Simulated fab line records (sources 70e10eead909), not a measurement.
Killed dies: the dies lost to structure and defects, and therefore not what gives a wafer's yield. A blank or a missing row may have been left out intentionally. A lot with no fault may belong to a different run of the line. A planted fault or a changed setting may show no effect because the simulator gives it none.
A struck lot beside a sound one + flow nand-harc + 33 steps out of a route of 1302
Sound: wafers L323.1, L323.4, L323.5. Wafers L331.1, L331.3, L331.4 were the ones struck. The cause is named last.
Order at every step that has rows: each side's tool, ch and its chambers, its first start. Under that, the readings that differ: sound wafers + struck wafers + difference of the means + sigmas: that difference in standard deviations of wafers without a fault.
alike: words and numbers the same on both sides, and readings whose means are apart by under 2 such deviations; not compared: readings that were withheld, readings missing a value for some wafer, numbers with overlapping values and no deviation given by the record, and bounds like >300 which may hide the same value.
A row with sigmas, a row that says differs or no value, or rows on one side alone: a step with any of these is where the two part. Numbers that don't overlap but have no deviation are shown without sigmas and don't part them. A reading that every wafer of one side lacks parts them only if that side has two wafers or more.

first, 3 steps without rows for these wafers: NHARC_A_CONTACT_ETCH_126 (etches the open film in C4F8/O2/Ar, time 197 s, target depth 1918 nm); NHARC_A_CONTACT_ETCH_127 (etches the open film in C4F8/O2/Ar, time 197 s, target depth 1918 nm); NHARC_A_CONTACT_ETCH_128 (etches the open film in C4F8/O2/Ar, time 197 s, target depth 1918 nm).
NHARC_A_CONTACT_ETCH_129: etches the open film in C4F8/O2/Ar, time 197 s, target depth 1918 nm.
  sound on har-cap-etch-03 ch 0,1, day 25 08:34; struck on har-cap-etch-01 ch 0,1, day 27 22:17
  alike: chamber-pressure-mTorr
  not compared: rf-hours-counter-h
NHARC_A_CONTACT_ETCH_130: etches the open film in C4F8/O2/Ar, time 197 s, target depth 1918 nm.
  sound on har-cap-etch-03 ch 0,1, day 25 08:44; struck on har-cap-etch-01 ch 0,1, day 27 22:31
  alike: chamber-pressure-mTorr
  not compared: rf-hours-counter-h
NHARC_A_CONTACT_ETCH_131: etches the open film in C4F8/O2/Ar, time 197 s, target depth 1918 nm.
  sound on har-cap-etch-03 ch 0,1, day 25 08:55; struck on har-cap-etch-01 ch 0,1, day 27 22:45
  alike: chamber-pressure-mTorr
  not compared: rf-hours-counter-h
then, 1 step without rows for these wafers: NHARC_A_CONTACT_ETCH_132 (etches the open film in C4F8/O2/Ar, time 197 s, target depth 1924 nm).
NHARC_A_CONTACT_ETCH_133: etches the open film in C4F8/O2/Ar, time 374 s, target depth 1610 nm.
  sound on har-cap-etch-03 ch 0,1, day 25 09:19; struck on har-cap-etch-01 ch 0,1, day 27 23:13
  alike: chamber-pressure-mTorr
  not compared: rf-hours-counter-h
then, 2 steps without rows for these wafers: NHARC_A_CONTACT_ETCH_91 (etches the open film in CH3F/O2, target depth 40 nm, time 85.7 s); NHARC_A_CONTACT_ETCH_97 (etches the open film in C4F6/O2, target depth 20 nm, time 10 s).
NHARC_A_CONTACT_CD_MEAS_80:
  struck on cd-sem-01, day 28 00:22; sound on cd-sem-02, day 25 10:14
  alike: cd-nm
then, 1 step without rows for these wafers: NHARC_A_CONTACT_STRIP_103 (strips in N2/H2).
NHARC_A_CONTACT_STRIP_104: strips in CF4/CHF3.
  sound on rie-diel-13 ch 1,3, day 25 10:26; struck on rie-diel-08 ch 0,1,2, day 28 00:32
then, 16 steps without rows for these wafers: NHARC_A_CONTACT_STRIP_105 (strips in O2/COS); NHARC_A_CONTACT_ETCH_106 (etches the open film in CF4/O2, target depth 90 nm, overetch 9 nm, time 49.5 s); NHARC_A_CONTACT_STRIP_82 (strips in O2); NHARC_A_CONTACT_STRIP_83 (strips in post etch residue remover, time 600 s); NHARC_A_CONTACT_DEP_84 (deposits aC, target thk 2800 nm); NHARC_A_CONTACT_DEP_85 (deposits SiON, target thk 60 nm); NHARC_A_CONTACT_DEHYDRATE_00 (time 120 s); NHARC_A_CONTACT_HMDS_01 (time 30 s); NHARC_A_CONTACT_COAT_86 (time 75 s); NHARC_A_CONTACT_COAT_87 (time 65 s); NHARC_A_CONTACT_COAT_02 (resist thk 90 nm); NHARC_A_CONTACT_SOFTBAKE_03 (time 55 s); NHARC_A_CONTACT_EBR_04; NHARC_A_CONTACT_EXPOSE_05 (exposes mask A CC); NHARC_A_CONTACT_PEB_06 (peb time 65 s); NHARC_A_CONTACT_DEVELOP_07 (develop time 35 s).
NHARC_A_CONTACT_CD_MEAS_08: target cd 200 nm.
  sound on cd-sem-03 ch 0, day 25 15:41; struck on cd-sem-01 ch 0, day 28 03:49
  alike: cd-nm
NHARC_A_CONTACT_OVL_MEAS_09:
  struck on overlay-02, day 28 03:54; sound on overlay-01, day 25 15:46
  alike: overlay-x-nm, overlay-y-nm
NHARC_A_CONTACT_DESCUM_13: chemistry O2, time 3 s.
  sound on rie-diel-08 ch 1,3, day 25 15:52; struck on rie-diel-13 ch 0,1,3, day 28 05:25
| reading | sound | struck                                                                     | difference                   | sigmas |
|---------|-------|----------------------------------------------------------------------------|------------------------------|--------|
| hold    | - - - | await-dispo/1.1h/release await-dispo/1.1h/release await-dispo/1.1h/release | no value on the sound wafers |        |
  alike: chamber-pressure-mTorr, drypump-motor-current-A, oes-product-au, rf-vpp-V, showerhead-plenum-p-Torr, throttle-valve-pct
  not compared: rf-hours-counter-h
-- jump in the record: it breaks off in module A_CONTACT and resumes in module END (first step shown: number 1302 of the route), and 3 days separate the struck wafers' starts before and after --
NHARC_END_SORT_01:
  only the struck wafers appear in the record here, on prober-01 ch 0 at day 31 08:43; the sound ones have no rows

## WHERE THEY PART
At NHARC_A_CONTACT_DESCUM_13 first; at NHARC_END_SORT_01 last (within this record only).

WHY: what the simulator had put in
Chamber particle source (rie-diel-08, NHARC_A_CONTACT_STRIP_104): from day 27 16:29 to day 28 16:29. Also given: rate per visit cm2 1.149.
